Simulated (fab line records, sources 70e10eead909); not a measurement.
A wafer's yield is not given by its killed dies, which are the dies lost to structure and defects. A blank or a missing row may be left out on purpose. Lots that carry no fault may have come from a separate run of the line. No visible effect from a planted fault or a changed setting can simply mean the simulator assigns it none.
The tool behind it: which one? || flow nand-harc || 7 lots, 21 wafers sampled, at 5 steps of a route of 1302

## WHAT THE GAUGES READ, wafer by wafer
NHARC_END_SORT_01.
{"lot": "L188", "measured": "day 28 00:35", "on": "prober-01", "killed-at-array": "102 114 132"}

## EACH LOT AND THE TOOL THAT RAN IT (in order: tool; ch and the chambers of the sampled wafers; start)
{"lot": "L180", "NHARC_A_ONON_D1_DEP_00": "pecvd-onon-01 ch 0, day 8 07:22", "NHARC_A_BONDPAD_PVD_17": "pvd-sputter-01, day 24 05:26 or earlier", "NHARC_THIN_TSV_STRIP_62": "plasma-asher-02 ch 0,1, day 24 05:26", "NHARC_THIN_TSV_ANNEAL_52": "rtp-anneal-02 ch 0, day 24 06:58"}
{"lot": "L183", "NHARC_A_ONON_D1_DEP_00": "pecvd-onon-01 ch 0, day 9 12:25", "NHARC_A_BONDPAD_PVD_17": "pvd-sputter-02, day 25 04:26 or earlier", "NHARC_THIN_TSV_STRIP_62": "plasma-asher-02 ch 1, day 25 04:26", "NHARC_THIN_TSV_ANNEAL_52": "rtp-anneal-01 ch 0, day 25 05:50"}
{"lot": "L188", "NHARC_A_ONON_D1_DEP_00": "pecvd-onon-01 ch 0, day 11 19:17", "NHARC_A_BONDPAD_PVD_17": "pvd-sputter-01, day 27 12:09 or earlier", "NHARC_THIN_TSV_STRIP_62": "plasma-asher-02 ch 0,1, day 27 12:09", "NHARC_THIN_TSV_ANNEAL_52": "rtp-anneal-01 ch 0, day 27 13:28"}
{"lot": "L196", "NHARC_A_ONON_D1_DEP_00": "pecvd-onon-01 ch 0, day 14 17:56", "NHARC_A_BONDPAD_PVD_17": "pvd-sputter-03, day 30 12:51 or earlier", "NHARC_THIN_TSV_STRIP_62": "plasma-asher-02 ch 0, day 30 12:51", "NHARC_THIN_TSV_ANNEAL_52": "rtp-anneal-02 ch 0, day 30 14:15"}
{"lot": "L199", "NHARC_A_ONON_D1_DEP_00": "pecvd-onon-02 ch 0, day 15 17:25", "NHARC_A_BONDPAD_PVD_17": "pvd-sputter-02, day 32 05:13 or earlier", "NHARC_THIN_TSV_STRIP_62": "plasma-asher-01 ch 0,1, day 32 05:13", "NHARC_THIN_TSV_ANNEAL_52": "rtp-anneal-01 ch 0, day 32 07:02"}
{"lot": "L200", "NHARC_A_ONON_D1_DEP_00": "pecvd-onon-01 ch 0, day 16 13:01", "NHARC_A_BONDPAD_PVD_17": "pvd-sputter-03, day 32 16:53 or earlier", "NHARC_THIN_TSV_STRIP_62": "plasma-asher-01 ch 0,1, day 32 16:53", "NHARC_THIN_TSV_ANNEAL_52": "rtp-anneal-02 ch 0, day 32 18:14"}
{"lot": "L202", "NHARC_A_ONON_D1_DEP_00": "pecvd-onon-01 ch 0, day 17 06:30", "NHARC_A_BONDPAD_PVD_17": "pvd-sputter-03, day 33 03:07 or earlier", "NHARC_THIN_TSV_STRIP_62": "plasma-asher-02 ch 0,1, day 33 03:07", "NHARC_THIN_TSV_ANNEAL_52": "rtp-anneal-01 ch 0, day 33 04:29"}
- NHARC_A_ONON_D1_DEP_00: target thk 1000 nm.
- NHARC_A_BONDPAD_PVD_17: deposits TaN, target thk 5 nm, time 8.06 s.
- NHARC_THIN_TSV_STRIP_62: strips in N2/H2, time 20 s.
- NHARC_THIN_TSV_ANNEAL_52: time 90 s.

## THE ANSWER, worked out from the rows above alone
Rule: the usual values come from the lots themselves. The widest of any qualifying gaps counts: lots, ordered by their means at a reading, are off when they make up no more than a third of the lots, leave a main group of 4 or more, and stand apart from it by 3 or more times the standard deviation of that group's means. A main group whose means are all the same, to the digits that the tables above print for the reading, isn't used. A lot without any number at a reading at which 4 lots or more have one is off too. Any other lot the step has rows for is counted as sound.
No lot is off on any of the readings shown, so nothing can be concluded from this.

## WHAT WAS PUT IN BY THE SIMULATOR
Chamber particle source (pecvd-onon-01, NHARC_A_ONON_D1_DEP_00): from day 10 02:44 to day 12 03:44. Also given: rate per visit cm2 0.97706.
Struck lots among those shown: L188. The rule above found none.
